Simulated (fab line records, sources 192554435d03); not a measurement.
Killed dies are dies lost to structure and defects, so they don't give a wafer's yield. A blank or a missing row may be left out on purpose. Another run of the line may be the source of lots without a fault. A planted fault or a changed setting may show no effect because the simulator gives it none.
fab line records | flow n5-finfet
record: lots: 7 wafers: 39
route steps=1938 shown ZERO_LAYER@4 DUMMY_GATE@215 SDB@373 BEOL_M0_SAQP@676 BEOL_M0_CUTY@711 BEOL_M0@715 BEOL_M2@879 BEOL_M11@1539
start-h: the number of hours between the record's first day and the start of the first shown wafer of the lot | wait-h: hours since the lot's step before | " unchanged from the row above | L1.1+2: several wafers, shown together as one row | - either no value or no given start | * or withheld: withheld | < > ~ a bound
route shown NAME@n: NAME is a module with steps in the file, n the number in the route of the first one | usual: the fault-free wafers' mean and standard deviation | same: alike in all rows | chamber/n: place in a boat | sites: per-site readings | _std_site: the standard deviation of these | _edge_site: mean of outer sites minus mean of inner sites | radius-mm: how far each site lies from the wafer's centre | mask NAME#n: copy n | behind: the most recent tool/chamber to have shaped the wafer | hold: reason for holding the lot/hours on hold/outcome of the hold | device: the n, p or np transistor that did not switch | end of line: the route-end tests of the same wafers | a step without rows: its recipe alone | killed: not the wafer's yield, but the dies lost to structure and defects at the first sort | map: shows each die of a wafer: x if killed, . if not, _ if none is there
set.NAME: the run value of the setting; set.NAME@STEP: its run value at that earlier step | model.NAME: the simulator's own value behind a step, which no gauge read
lots with deliberately changed settings; one table per step, one row per wafer
== steps ==
step: N5_ZERO_LAYER_PECVD_02
recipe: material: SiO2 target-thk-a: 100 temp-c: 400 precursor: SiH4/N2O pressure-torr: 0.75 rf-w: 275 time-s: 6
columns lot.wafer tool chamber start-h wait-h set.time-s model.SiO2_of_ZERO_LAYER_PECVD_02.thk-nm
L077.1 pecvd-04 0 30.47 0.0 6 9.724
L077.2 " 2 " " 6 9.944
L077.3 " 1 " " 6 9.984
L077.4 " 2 " " 6 10.14
L077.5 " 0 " " 6 9.949
L077.6 " 1 " " 6 10.05
L088.1 pecvd-03 2 96.28 0.0 6 9.706
L088.2 " 1 " " 6 10.06
L088.3 " 0 " " 4.59 7.492
L088.4 " 1 " " 4.59 8.066
L088.5 " 2 " " 6 9.996
L088.6 " 0 " " 4.59 7.868
L089.1 pecvd-03 2 102.28 0.0 8.652 13.97
L089.2 " 1 " " 6 10.31
L089.3 " 0 " " 6 10.05
L089.4 " 0 " " 6 10.13
L089.5 " 1 " " 8.652 14.98
L089.6 " 2 " " 8.652 14.29
L090.1 pecvd-04 1 108.28 0.0 6 9.884
L090.2 " 2 " " 6 9.798
L090.3 " 0 " " 6 9.743
L090.4 " 1 " " 6 10.03
L090.5 " 2 " " 6 10.16
L090.6 " 0 " " 6 9.949
L092.1 pecvd-02 0 120.29 0.0 6.955 11.52
L092.2 " 2 " " 6 10.32
L092.3 " 1 " " 6 9.822
L092.4 " 2 " " 6 10.42
L092.5 " 0 " " 6.955 11.61
L092.6 " 1 " " 6.955 11.58
L093.1 pecvd-04 2 126.45 0.0 5.004 8.172
L093.2 " 1 " " 6 9.68
L093.3 " 0 " " 5.004 7.875
L093.4 " 2 " " 6 9.919
L093.5 " 0 " " 6 9.822
L093.6 " 1 " " 5.004 8.25
L096.3 pecvd-04 2 144.30 0.0 6 9.9
L096.4 " 1 " " 6 9.944
L096.6 " 2 " " 6 9.839
step: N5_DUMMY_GATE_CVD_03
recipe: material: a-Si target-thk-a: 1500 temp-c: 530 precursor: SiH4 time-s: 8042
columns lot.wafer tool chamber start-h wait-h set.time-s model.a-Si_of_DUMMY_GATE_CVD_03.thk-nm
L077.1+6 - - - 0.1 10130 187
L077.2 " - " " 10130 186
L077.3 " - " " 10130 188.6
L077.4 " - " " 10130 187.2
L077.5 " - " " 10130 187.8
L088.1+2+4+6 - - - 0.1 12650 235.8
L088.3 " - " " 12650 235.2
L088.5 " - " " 12650 236.8
L089.1 - - - 0.1 8042 147.2
L089.2 " - " " 8042 149.2
L089.3 " - " " 8042 149.6
L089.4 " - " " 8042 148
L089.5 " - " " 8042 148.8
L089.6 " - " " 8042 148.6
L090.1 - - - 0.1 8042 151.2
L090.2 " - " " 8042 151.8
L090.3 " - " " 8042 151.4
L090.4+6 " - " " 8042 152
L090.5 " - " " 8042 150.6
L092.1 - - - 0.1 12690 235.6
L092.2+3 " - " " 12690 235.8
L092.4 " - " " 12690 235
L092.5 " - " " 12690 236.6
L092.6 " - " " 12690 237.2
L093.1 - - - 0.1 4592 82.2
L093.2 " - " " 4592 83.6
L093.3 " - " " 4592 81
L093.4 " - " " 4592 81.6
L093.5+6 " - " " 4592 82.8
L096.3 lpcvd-02 1/75 168.95 0.1 8042 151
L096.4 " 1/79 " " 8042 150
L096.6 " 1/89 " " 8042 150.4
step: N5_SDB_ALD_29
recipe: material: SiNx target-thk-a: 300 temp-c: 400 ald-precursor-family: SiH2I2 ald-co-reactant: N2/H2-plasma pulse-time-s: 1 ald-cycles: 600 purge-time-s: 2 co-reactant-purge-time-s: 2 pressure-torr: 2
columns lot.wafer tool chamber start-h wait-h set.ald-cycles model.SiNx_of_SDB_ALD_29.thk-nm
L077.1+4 ald-sin-03 3,1 85.24 0.0 920 46
L077.2 " 0 " " 600 29.8
L077.3 " 2 " " 600 30.2
L077.5 " 2 86.59 1.4 600 30
L077.6 " 1 " " 920 45.8
L088.1+3 ald-sin-01 2,3 150.64 0.5 600 29.8
L088.2+6 " 0,3 " " 413 20.6
L088.4 " 1 " " 600 30.2
L088.5 " 0 151.99 1.9 413 20.8
L089.1+3+4+5+6 ald-sin-02 3,0,2,0,1 156.43 0.0 600 30
L089.2 " 1 " " 600 29.8
L090.1+2+5+6 ald-sin-03 2,3,2,3 163.34 0.0 600 30
L090.3+4 " 0,1 " " 600 29.8
L092.1 ald-sin-03 3 173.97 0.1 791 39.6
L092.2+5 " 1 " " 791 39.2
L092.3 " 0 " " 600 29.8
L092.4+6 " 2 " " 600 30
L093.1+2+3+5 ald-sin-02 1,2,3,1 179.65 0.0 600 29.8
L093.4+6 " 0 " " 600 30
L096.3+4 ald-sin-03 2,0 198.74 0.8 600 30
L096.6 " 3 200.09 2.1 600 30.2
step: N5_BEOL_M0_SAQP_SPACER2_ALD_26
recipe: material: SiO2 target-thk-a: 150 temp-c: 300 ald-precursor-family: BDEAS ald-co-reactant: O2-plasma pulse-time-s: 1 purge-time-s: 2 co-reactant-purge-time-s: 2 pressure-torr: 2
columns lot.wafer tool chamber start-h wait-h set.target-thk-a model.SiO2_of_BEOL_M0_SAQP_SPACER2_ALD_26.thk-nm
L077.1 ald-sin-02 1 130.94 0.1 150 14.8
L077.2+5 " 3,2 " " 150 15
L077.3+6 " 0,1 " " 207 20.6
L077.4 " 2 " " 207 20.8
L088.1+2+4+5+6 ald-sin-01 2,3,0,3,2 196.68 0.1 150 15
L088.3 " 1 " " 150 15.2
L089.1+3+4+5 ald-sin-01 3,1,2,1 202.38 0.1 150 15
L089.2+6 " 0,2 " " 150 14.8
L090.1 ald-sin-04 0 206.15 1.3 78.67 7.8
L090.2+5 " 2,0 " " 78.67 8
L090.3+6 " 3 " " 150 15
L090.4 " 2 " " 150 15.2
L092.1+3+5 ald-sin-04 2,3,2 217.35 0.2 126 12.6
L092.2 " 0 " " 150 14.8
L092.4+6 " 3,0 " " 150 15
L093.1+2 ald-sin-01 3,0 224.55 0.1 90.75 9
L093.3+6 " 1 " " 150 15
L093.4 " 2 " " 90.75 9.2
L093.5 " 0 " " 150 14.8
L096.3+4+6 ald-sin-02 1,0,0 244.14 0.1 150 15
step: N5_BEOL_M0_SAQP_SPACER2_ETCHBACK_27
recipe: chemistry: CHF3/O2 mode: anisotropic-etchback target: SiO2 target-depth-a: 225 time-s: 11.25 pressure-mtorr: 30 source-w: 650 bias-w: 170 Ar_flow_sccm: 200 CHF3_flow_sccm: 50 O2_flow_sccm: 5 ion-energy-ev: 200
step: N5_BEOL_M0_SAQP_MANDREL2_REMOVE_110
recipe: chemistry: HBr/Cl2/O2 bt-time-s: 10 target: a-Si stop-on: SiCN endpoint: OES-SiCl over-etch-frac: 1 icp-w: 600 bias-w: 30 HBr_flow_sccm: 150 Cl2_flow_sccm: 80 O2_flow_sccm: 5 pressure-mtorr: 10
columns lot.wafer tool chamber start-h wait-h set.target-thk-a@BEOL_M0_SAQP_SPACER2_ALD_26 model.BEOL_M0_SAQP.cd-nm
L077.1+2 rie-si-03 2,1 131.58 0.1 150 14.8
L077.3 " 0 " " 207 20.4
L077.4 " 3 " " 207 20.8
L077.5 " 3 " " 150 15
L077.6 " 2 " " 207 20.6
L088.1+3+5 rie-si-05 3,0,3 197.56 0.1 150 15
L088.2+6 " 2 " " 150 15.2
L088.4 " 1 " " 150 14.8
L089.1+5 rie-si-01 2,0 203.02 0.1 150 15
L089.2+4+6 " 0,1,1 " " 150 14.8
L089.3 " 3 " " 150 15.2
L090.1+5 rie-si-03 0,1 206.95 0.1 78.67 7.8
L090.2 " 2 " " 78.67 8
L090.3 " 1 " " 150 14.8
L090.4+6 " 3,0 " " 150 15
L092.1+3+5 rie-si-05 2,0,3 218.04 0.1 126 12.6
L092.2+6 " 3,2 " " 150 15
L092.4 " 1 " " 150 14.8
L093.1+2+4 rie-si-03 2,3,1 225.19 0.1 90.75 9
L093.3+5+6 " 0,0,1 " " 150 15
L096.3+4 rie-si-01 1,3 244.77 0.1 150 15
L096.6 " 2 " " 150 14.8
step: N5_BEOL_M0_SAQP_CD_MEAS_29
recipe: target-cd-nm: 14.4 landing-energy-ev: 1000 detector: se-inlens
usual: cd-nm: 14.95/0.22
columns lot.wafer tool chamber start-h wait-h set.target-thk-a@BEOL_M0_SAQP_SPACER2_ALD_26 cd-nm
L077.1 cd-sem-02 0 131.69 0.1 150 14.81
L077.2 " 0 " " 150 14.85
L077.3 " 0 " " 207 20.31
L077.4 " 0 " " 207 20.96
L077.5 " 0 " " 150 14.97
L077.6 " 0 " " 207 20.53
L088.1 cd-sem-01 0 197.67 0.1 150 15.05
L088.2 " 0 " " 150 15.06
L088.3 " 0 " " 150 14.96
L088.4 " 0 " " 150 14.88
L088.5 " 0 " " 150 14.85
L088.6 " 0 " " 150 15.08
L089.1 cd-sem-03 0 203.13 0.1 150 14.72
L089.2 " 0 " " 150 14.90
L089.3 " 0 " " 150 14.97
L089.4 " 0 " " 150 14.66
L089.5 " 0 " " 150 15.04
L089.6 " 0 " " 150 14.74
L090.1 cd-sem-02 0 207.06 0.1 78.67 8.03
L090.2 " 0 " " 78.67 8.36
L090.3 " 0 " " 150 14.92
L090.4 " 0 " " 150 14.90
L090.5 " 0 " " 78.67 7.91
L090.6 " 0 " " 150 15.16
L092.1 cd-sem-01 0 218.16 0.1 126 12.84
L092.2 " 0 " " 150 14.70
L092.3 " 0 " " 126 12.69
L092.4 " 0 " " 150 14.63
L092.5 " 0 " " 126 12.64
L092.6 " 0 " " 150 14.83
L093.1 cd-sem-01 0 225.30 0.1 90.75 8.98
L093.2 " 0 " " 90.75 8.72
L093.3 " 0 " " 150 14.97
L093.4 " 0 " " 90.75 8.53
L093.5 " 0 " " 150 14.79
L093.6 " 0 " " 150 15.04
L096.3 cd-sem-02 0 244.89 0.1 150 15.01
L096.4 " 0 " " 150 14.99
L096.6 " 0 " " 150 14.63
step: N5_BEOL_M0_SAQP_COAT_69
recipe: resist: SOC temp-c: 250 time-s: 60 spin-rpm: 1500 resist-thk-nm: 90
step: N5_BEOL_M0_SAQP_COAT_72
recipe: resist: SiARC temp-c: 220 time-s: 60 spin-rpm: 1500 resist-thk-nm: 15
step: N5_BEOL_M0_CUTY_DESCUM_61
recipe: chemistry: O2 time-s: 7.9 source-power-w: 50 bias-power-w: 20 pressure-mtorr: 20 rf-frequency-hz: 2.712e+07 temp-c: 40 resist: CAR-ArF-block o2-flow-sccm: 225
step: N5_BEOL_M0_CUTY_ETCH_62
recipe: chemistry: CF4 target: SiARC mask-material: CAR-ArF-block time-s: 58.5 ion-energy-ev: 80 pressure-mtorr: 40 source-w: 545 bias-w: 36 Ar_flow_sccm: 100 cf4-flow-sccm: 100 ends: cleared
step: N5_BEOL_M0_CUTY_ETCH_63
recipe: chemistry: N2/H2 target: SOC target-depth-a: 827 overetch-a: 165 mask-material: SiARC temp-c: 40 ion-energy-ev: 200 time-s: 124 pressure-mtorr: 30 source-w: 840 bias-w: 150 n2-flow-sccm: 200 h2-flow-sccm: 200
columns lot.wafer tool chamber start-h wait-h set.target-thk-a@BEOL_M0_SAQP_SPACER2_ALD_26 model.SiO2_of_BEOL_M0_SAQP_SPACER2_ALD_26.thk-nm
L077.1 rie-diel-04 0 133.84 0.0 150 6.8
L077.2+5 " 2 " " 150 7
L077.3 " 3 " " 207 12.8
L077.4 " 1 " " 207 13
L077.6 " 1 " " 207 12.6
L088.1+5 rie-diel-02 2 200.55 0.0 150 7.4
L088.2+4 " 3,1 " " 150 7
L088.3+6 " 0,1 " " 150 7.2
L089.1 rie-diel-02 2 205.03 0.0 150 7.4
L089.2 " 3 " " 150 6.8
L089.3+4+5 " 1,0,3 " " 150 7
L089.6 " 2 " " 150 7.2
L090.1+2+5 rie-diel-02 3,2,1 209.64 0.0 78.67 1.6
L090.3+6 " 0 " " 150 7
L090.4 " 1 " " 150 7.2
L092.1+3+5 rie-diel-01 2,0,0 220.53 0.0 126 4.8
L092.2+6 " 3 " " 150 7
L092.4 " 1 " " 150 7.2
L093.1+2+4 rie-diel-01 2,3,0 227.33 0.0 90.75 2.2
L093.3+6 " 1,2 " " 150 7.2
L093.5 " 1 " " 150 7
L096.3+4 rie-diel-02 1,3 246.82 0.0 150 7
L096.6 " 2 " " 150 7.4
step: N5_BEOL_M0_CUTY_STRIP_64
recipe: chemistry: N2/H2 temp-c: 40 n2-flow-sccm: 200 h2-flow-sccm: 200 rf-frequency-hz: 6e+07
step: N5_BEOL_M0_ETCH_138
recipe: chemistry: CH3F/O2 target-depth-a: 120 target: SiCN time-s: 31.6 ion-energy-ev: 120 pressure-mtorr: 30 source-w: 395 bias-w: 75 Ar_flow_sccm: 150 CH3F_flow_sccm: 30 O2_flow_sccm: 20 ends: cleared
columns lot.wafer tool chamber start-h wait-h set.target-thk-a@BEOL_M0_SAQP_SPACER2_ALD_26 model.SiO2_of_BEOL_M0_SAQP_SPACER2_ALD_26.thk-nm
L077.1 rie-diel-04 0 133.96 0.0 150 4.8
L077.2+5 " 2 " " 150 5
L077.3+6 " 3,1 " " 207 10.6
L077.4 " 1 " " 207 10.8
L088.1+5 rie-diel-02 2 200.67 0.0 150 5.4
L088.2+6 " 3,1 " " 150 5.2
L088.3+4 " 0,1 " " 150 5
L089.1+6 rie-diel-02 2 205.16 0.0 150 5.4
L089.2+3+5 " 3,1,3 " " 150 5
L089.4 " 0 " " 150 4.8
L090.1+2+5 rie-diel-02 3,2,1 209.76 0.0 78.67 0.8
L090.3+4+6 " 0,1,0 " " 150 5
L092.1+3+5 rie-diel-01 2,0,0 220.65 0.0 126 2.8
L092.2+6 " 3 " " 150 5
L092.4 " 1 " " 150 5.2
L093.1+2+4 rie-diel-01 2,3,0 227.45 0.0 90.75 1
L093.3+6 " 1,2 " " 150 5.2
L093.5 " 1 " " 150 5
L096.3 rie-diel-02 1 246.94 0.0 150 5
L096.4 " 3 " " 150 4.8
L096.6 " 2 " " 150 5.4
step: N5_BEOL_M0_HM_OPEN_105
recipe: chemistry: Cl2/BCl3 target-depth-a: 120 target: TiN ion-energy-ev: 150 pressure-mtorr: 10 icp-w: 1000 bias-w: 126 Cl2_flow_sccm: 53.25 bcl3-flow-sccm: 21.75 Ar_flow_sccm: 25
columns lot.wafer tool chamber start-h wait-h set.target-thk-a@BEOL_M0_SAQP_SPACER2_ALD_26 model.SiO2_of_BEOL_M0_SAQP_SPACER2_ALD_26.thk-nm
L077.1+2+5 rie-metal-02 0,1,1 136.29 2.3 150 2.6
L077.3+6 " 0 " " 207 8.4
L077.4 " 1 " " 207 8.6
L088.1+5 rie-metal-01 1,0 200.79 0.1 150 3
L088.2+3+6 " 0,1,1 " " 150 2.6
L088.4 " 0 " " 150 2.4
L089.1+6 rie-metal-03 0 207.40 2.2 150 3
L089.2+5 " 1 " " 150 2.6
L089.3 " 1 " " 150 2.8
L089.4 " 0 " " 150 2.4
L090.1+2+5 rie-metal-03 0,1,0 212.24 2.4 78.67 0.4
L090.3 " 0 " " 150 2.6
L090.4+6 " 1 " " 150 2.8
L092.1 rie-metal-03 0 223.64 3.0 126 1.2
L092.2+6 " 1,0 " " 150 2.6
L092.3+5 " 1 " " 126 1.4
L092.4 " 0 " " 150 2.8
L093.1+2+4 rie-metal-02 1 228.03 0.5 90.75 0.6
L093.3+6 " 1 " " 150 2.8
L093.5 " 1 " " 150 2.6
L096.3+4 rie-metal-02 1 249.68 2.7 150 2.6
L096.6 " 1 " " 150 3
step: N5_BEOL_M2_DESCUM_33
recipe: chemistry: O2 time-s: 7 source-power-w: 50 bias-power-w: 20 pressure-mtorr: 20 rf-frequency-hz: 2.712e+07 temp-c: 40 resist: CAR-EUV o2-flow-sccm: 225
columns lot.wafer tool chamber start-h wait-h set.time-s model.CAR-EUV_of_BEOL_M2_COAT_22.thk-nm
L077.1+5 rie-diel-02 2 158.27 0.0 9.299 25
L077.2+4 " 0,1 " " 7 26
L077.3 " 3 " " 9.299 24.8
L077.6 " 3 " " 7 25.8
L088.1+6 rie-diel-01 1 230.07 0.1 7 26.2
L088.2+3+4+5 " 0,2,3,2 " " 7 26
L089.1+3+4+5 rie-diel-04 0,2,0,2 235.12 0.0 7 26
L089.2+6 " 3 " " 7 26.2
L090.1+4 rie-diel-04 2,0 236.52 0.1 7 26
L090.2 " 3 " " 7 26.2
L090.3+5 " 0,3 " " 2.915 28.2
L090.6 " 2 " " 2.915 28
L092.1+3+6 rie-diel-02 1,0,1 253.16 0.1 7 26
L092.2+5 " 3,0 " " 4.316 27.4
L092.4 " 3 " " 4.316 27.2
L093.1 rie-diel-04 3 256.84 0.1 7 26
L093.2+5 " 0,3 " " 7 25.8
L093.3+4+6 " 2,0,2 " " 10.98 23.8
L096.3 rie-diel-04 3 273.56 0.0 7 26.2
L096.4 " 0 " " 7 26
L096.6 " 1 " " 7 26.4
step: N5_BEOL_M2_ETCH_77
recipe: chemistry: N2/H2 target: underlayer target-depth-a: 65 mask-material: CAR-EUV time-s: 5.2 ion-energy-ev: 200 pressure-mtorr: 30 source-w: 840 bias-w: 150 n2-flow-sccm: 200 h2-flow-sccm: 200 ends: cleared
columns lot.wafer tool chamber start-h wait-h set.time-s@BEOL_M2_DESCUM_33 model.CAR-EUV_of_BEOL_M2_COAT_22.thk-nm
L077.1+3+5 rie-diel-02 2,3,2 158.30 0.0 9.299 19.2
L077.2+4 " 0,1 " " 7 20.4
L077.6 " 3 " " 7 20.2
L088.1+4+6 rie-diel-01 1,3,1 230.11 0.0 7 20.4
L088.2+3+5 " 0,2,2 " " 7 20.2
L089.1+3+4+5 rie-diel-04 0,2,0,2 235.15 0.0 7 20.2
L089.2+6 " 3 " " 7 20.4
L090.1 rie-diel-04 2 236.55 0.0 7 20.2
L090.2+4 " 3,0 " " 7 20.4
L090.3+5 " 0,3 " " 2.915 22.4
L090.6 " 2 " " 2.915 22.2
L092.1+6 rie-diel-02 1 253.20 0.0 7 20.2
L092.2+4 " 3 " " 4.316 21.6
L092.3 " 0 " " 7 20.4
L092.5 " 0 " " 4.316 21.8
L093.1+2+5 rie-diel-04 3,0,3 256.87 0.0 7 20.2
L093.3+6 " 2 " " 10.98 18
L093.4 " 0 " " 10.98 18.2
L096.3+6 rie-diel-04 3,1 273.59 0.0 7 20.6
L096.4 " 0 " " 7 20.4
step: N5_BEOL_M11_PECVD_70
recipe: material: SiO2 target-thk-a: 200 temp-c: 400 precursor: TEOS/O2 pressure-torr: 5.5 rf-w: 450 teos-flow-sccm: 53.8 gas: O2 flow-sccm: 3000 time-s: 22.7
columns lot.wafer tool chamber start-h wait-h set.time-s model.SiO2_of_BEOL_M11_PECVD_70.thk-nm
L077.1+5+6 pecvd-03 1,0,1 253.12 0.0 22.7 20
L077.2 " 2 " " 22.7 19.2
L077.3+4 " 0,2 " " 22.7 19.6
L089.1+2 pecvd-03 0,2 330.02 0.0 22.7 19.6
L089.3+4 " 1,2 " " 22.7 19.8
L089.5 " 0 " " 22.7 20
L089.6 " 1 " " 22.7 20.4
L088.1 pecvd-01 1 330.92 0.0 18.81 16.6
L088.2 " 0 " " 22.7 20.2
L088.3 " 2 " " 22.7 20
L088.4 " 0 " " 22.7 20.6
L088.5 " 2 " " 18.81 17
L088.6 " 1 " " 18.81 16.8
L090.1 pecvd-01 1 331.78 0.0 32.93 28.8
L090.2 " 0 " " 32.93 29
L090.3 " 2 " " 22.7 20.2
L090.4 " 2 " " 32.93 29.2
L090.5 " 0 " " 22.7 20.6
L090.6 " 1 " " 22.7 19.8
L093.1+3 pecvd-01 0,2 356.41 0.0 22.7 20.2
L093.2 " 1 " " 31.82 28
L093.4 " 0 " " 31.82 28.8
L093.5 " 2 " " 31.82 28.4
L093.6 " 1 " " 22.7 20.8
L092.1+4 pecvd-03 1 358.15 0.0 22.7 20
L092.2 " 2 " " 22.7 19.2
L092.3 " 0 " " 22.7 19.4
L092.5+6 " 0,2 " " 22.7 19.6
L096.3 pecvd-03 1 388.69 0.0 22.7 20
L096.4+6 " 1,2 " " 22.7 19.8
step: N5_BEOL_M11_HM_DEP_02
recipe: material: TiN target-thk-a: 200 temp-c: 25 chamber-pressure-pa: 0.49996
step: N5_BEOL_M11_COAT_59
recipe: resist: SOC temp-c: 250 time-s: 60 spin-rpm: 1500 resist-thk-nm: 100
step: N5_BEOL_M11_ECD_50
recipe: material: Cu target-thk-a: 3180
step: N5_BEOL_M11_ANNEAL_51
recipe: temp-c: 225 time-s: 90 ambient: N2
step: N5_BEOL_M11_CMP_52
recipe: stop-on: SiCOH_lowk t-overpolish-s: 7 down-force-psi: 1 platen-rpm: 50 clearing-platen-down-force-psi: 1.5 clearing-platen-rpm: 50 post-cmp-clean: cu-alkaline target-thk-nm: 140 clearing-platen-pad-velocity-m-s: 0.99484 pad-velocity-m-s: 0.99484
usual: barrier-field-endpoint-s: 28.8/0.96
columns lot.wafer tool chamber start-h wait-h set.time-s@BEOL_M11_PECVD_70 barrier-field-endpoint-s
L077.1 cmp-02 3 262.00 0.3 22.7 28.7
L077.3 " 0 " " 22.7 29.0
L077.4 " 1 " " 22.7 28.7
L077.2 " 2 " " 22.7 28.3
L077.5 " 3 " " 22.7 29.4
L077.6 " 0 " " 22.7 29.2
L089.4 cmp-01 3 336.66 0.1 22.7 26.7
L089.1 " 0 " " 22.7 29.1
L089.2 " 1 " " 22.7 26.9
L089.3 " 2 " " 22.7 29.3
L089.5 " 3 " " 22.7 27.6
L089.6 " 0 " " 22.7 29.6
L088.4 cmp-02 3 337.38 0.1 22.7 31.2
L088.2 " 0 " " 22.7 30.5
L088.1 " 1 " " 18.81 25.7
L088.3 " 2 " " 22.7 30.2
L088.5 " 3 " " 18.81 26.3
L088.6 " 0 " " 18.81 26.1
L090.1 cmp-01 3 342.27 0.3 32.93 36.5
L090.3 " 0 " " 22.7 29.2
L090.2 " 1 " " 32.93 39.2
L090.4 " 2 " " 32.93 40.8
L090.5 " 3 " " 22.7 27.3
L090.6 " 0 " " 22.7 29.7
L093.4 cmp-04 0 366.81 0.1 31.82 40.0
L093.2 " 1 " " 31.82 37.1
L093.3 " 2 " " 22.7 28.7
L093.1 " 3 " " 22.7 29.5
L093.6 " 0 " " 22.7 30.8
L093.5 " 1 " " 31.82 38.9
L092.4 cmp-04 2 367.35 0.1 22.7 28.5
L092.2 " 3 " " 22.7 27.7
L092.1 " 0 " " 22.7 29.2
L092.3 " 1 " " 22.7 27.0
L092.6 " 2 " " 22.7 27.7
L092.5 " 3 " " 22.7 28.3
L096.4 cmp-04 2 394.77 0.2 22.7 28.4
L096.3 " 0 " " 22.7 29.4
L096.6 " 2 " " 22.7 29.0
== key ==
split: step: N5_ZERO_LAYER_PECVD_02 setting: time-s stated: 6 by: wafer
response: step: N5_ZERO_LAYER_PECVD_02 reading: model.SiO2_of_ZERO_LAYER_PECVD_02.thk-nm change: +0.0949 per: 1% r: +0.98
split: step: N5_DUMMY_GATE_CVD_03 setting: time-s stated: 8042 by: lot
response: step: N5_DUMMY_GATE_CVD_03 reading: model.a-Si_of_DUMMY_GATE_CVD_03.thk-nm change: +1.52 per: 1% r: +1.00
split: step: N5_SDB_ALD_29 setting: ald-cycles stated: 600 by: wafer
response: step: N5_SDB_ALD_29 reading: model.SiNx_of_SDB_ALD_29.thk-nm change: +0.298 per: 1% r: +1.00
split: step: N5_BEOL_M0_SAQP_SPACER2_ALD_26 setting: target-thk-a stated: 150 by: wafer
response: step: N5_BEOL_M0_SAQP_SPACER2_ALD_26 reading: model.SiO2_of_BEOL_M0_SAQP_SPACER2_ALD_26.thk-nm change: +0.15 per: 1% r: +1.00
response: step: N5_BEOL_M0_SAQP_MANDREL2_REMOVE_110 reading: model.BEOL_M0_SAQP.cd-nm change: +0.15 per: 1% r: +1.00
response: step: N5_BEOL_M0_SAQP_CD_MEAS_29 reading: cd-nm change: +0.149 per: 1% r: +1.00
response: step: N5_BEOL_M0_CUTY_ETCH_63 reading: model.SiO2_of_BEOL_M0_SAQP_SPACER2_ALD_26.thk-nm change: +0.129 per: 1% r: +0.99
response: step: N5_BEOL_M0_ETCH_138 reading: model.SiO2_of_BEOL_M0_SAQP_SPACER2_ALD_26.thk-nm change: +0.112 per: 1% r: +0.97
response: step: N5_BEOL_M0_HM_OPEN_105 reading: model.SiO2_of_BEOL_M0_SAQP_SPACER2_ALD_26.thk-nm shape: bent at-lowest: 0.4 at-stated: 2.704 at-highest: 8.467
split: step: N5_BEOL_M2_DESCUM_33 setting: time-s stated: 7 by: wafer
response: step: N5_BEOL_M2_DESCUM_33 reading: model.CAR-EUV_of_BEOL_M2_COAT_22.thk-nm change: -0.0351 per: 1% r: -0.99
response: step: N5_BEOL_M2_ETCH_77 reading: model.CAR-EUV_of_BEOL_M2_COAT_22.thk-nm change: -0.0358 per: 1% r: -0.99
split: step: N5_BEOL_M11_PECVD_70 setting: time-s stated: 22.7 by: wafer
response: step: N5_BEOL_M11_PECVD_70 reading: model.SiO2_of_BEOL_M11_PECVD_70.thk-nm change: +0.197 per: 1% r: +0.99
response: step: N5_BEOL_M11_CMP_52 reading: barrier-field-endpoint-s change: +0.227 per: 1% r: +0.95
